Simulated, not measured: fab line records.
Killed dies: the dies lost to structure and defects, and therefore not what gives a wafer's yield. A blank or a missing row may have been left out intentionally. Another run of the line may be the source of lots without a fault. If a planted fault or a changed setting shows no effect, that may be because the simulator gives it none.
Matching of chambers || flow nand-harc || NHARC_P_M1_CMP_23 on cmp-02 has 4 sister chambers
The step polishes, t overpolish 20 s, target thk 157.82 nm. 8 wafers are shown with their chamber, then 12 later ones without.

## WAFERS PAIRED WITH THEIR CHAMBERS
{"wafer": "L086.3", "chamber": 3, "motor-current-A (A)": 10.8, "time-to-endpoint-s (s)": 27.4}
{"wafer": "L086.6", "chamber": 2, "motor-current-A (A)": 12.2, "time-to-endpoint-s (s)": 24.3}
{"wafer": "L087.4", "chamber": 3, "motor-current-A (A)": 10.8, "time-to-endpoint-s (s)": 27.8}
{"wafer": "L087.5", "chamber": 1, "motor-current-A (A)": 10.4, "time-to-endpoint-s (s)": 25.3}
{"wafer": "L087.6", "chamber": 0, "motor-current-A (A)": 10.7, "time-to-endpoint-s (s)": 28.2}
{"wafer": "L091.2", "chamber": 0, "motor-current-A (A)": 10.4, "time-to-endpoint-s (s)": 29.9}
{"wafer": "L091.3", "chamber": 2, "motor-current-A (A)": 13.0, "time-to-endpoint-s (s)": 25.9}
{"wafer": "L091.4", "chamber": 1, "motor-current-A (A)": 10.5, "time-to-endpoint-s (s)": 29.2}

## WAFERS MISSING THEIR CHAMBER
{"wafer": "L092.3", "motor-current-A (A)": 10.4, "time-to-endpoint-s (s)": 29.3}
{"wafer": "L092.4", "motor-current-A (A)": 13.0, "time-to-endpoint-s (s)": 25.9}
{"wafer": "L092.5", "motor-current-A (A)": 10.7, "time-to-endpoint-s (s)": 28.3}
{"wafer": "L094.1", "motor-current-A (A)": 9.7, "time-to-endpoint-s (s)": 31.2}
{"wafer": "L094.2", "motor-current-A (A)": 10.5, "time-to-endpoint-s (s)": 28.3}
{"wafer": "L094.3", "motor-current-A (A)": 10.6, "time-to-endpoint-s (s)": 30.0}
{"wafer": "L096.3", "motor-current-A (A)": 10.3, "time-to-endpoint-s (s)": 28.1}
{"wafer": "L096.4", "motor-current-A (A)": 10.5, "time-to-endpoint-s (s)": 25.9}
{"wafer": "L096.6", "motor-current-A (A)": 11.3, "time-to-endpoint-s (s)": 28.6}
{"wafer": "L097.3", "motor-current-A (A)": 10.7, "time-to-endpoint-s (s)": 25.6}
{"wafer": "L097.5", "motor-current-A (A)": 10.8, "time-to-endpoint-s (s)": 27.3}
{"wafer": "L097.6", "motor-current-A (A)": 13.0, "time-to-endpoint-s (s)": 25.1}

## CHAMBER TAKEN BY EACH
{"wafer": "L092.3", "from the rows above": "can't be placed: 0 or 1 or 3", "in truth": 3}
{"wafer": "L092.4", "from the rows above": 2, "in truth": 2}
{"wafer": "L092.5", "from the rows above": "can't be placed: 3 or 0 or 1", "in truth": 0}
{"wafer": "L094.1", "from the rows above": "can't be placed: 0 or 1 or 3", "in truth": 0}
{"wafer": "L094.2", "from the rows above": "can't be placed: 0 or 1 or 3", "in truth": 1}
{"wafer": "L094.3", "from the rows above": "can't be placed: 0 or 3 or 1", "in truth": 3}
{"wafer": "L096.3", "from the rows above": "can't be placed: 1 or 0 or 3", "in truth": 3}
{"wafer": "L096.4", "from the rows above": "can't be placed: 1 or 3 or 0", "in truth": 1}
{"wafer": "L096.6", "from the rows above": "can't be placed: 3 or 0 or 1", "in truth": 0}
{"wafer": "L097.3", "from the rows above": "can't be placed: 3 or 1 or 0", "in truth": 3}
{"wafer": "L097.5", "from the rows above": "can't be placed: 3 or 1 or 0", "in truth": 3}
{"wafer": "L097.6", "from the rows above": 2, "in truth": 2}
Correct placement for 2 of the 12. From these rows, 10 cannot be placed; in 10 the true chamber is one of the candidates. Wrongly placed: 0.
How it was worked out, from the rows above alone: a wafer's distance from a chamber is the root of the sum, over the readings, of the square of ((its reading less the chamber's mean) divided by the reading's scatter). The wafer belongs to the nearest chamber; if the next one is less than 2 further off, it can't be placed. For every chamber, the mean is computed from those of its wafers that are shown. The scatter: the root of (the sum of the squares of (reading less its chamber's mean) over the shown wafers, divided by (wafers less chambers)).
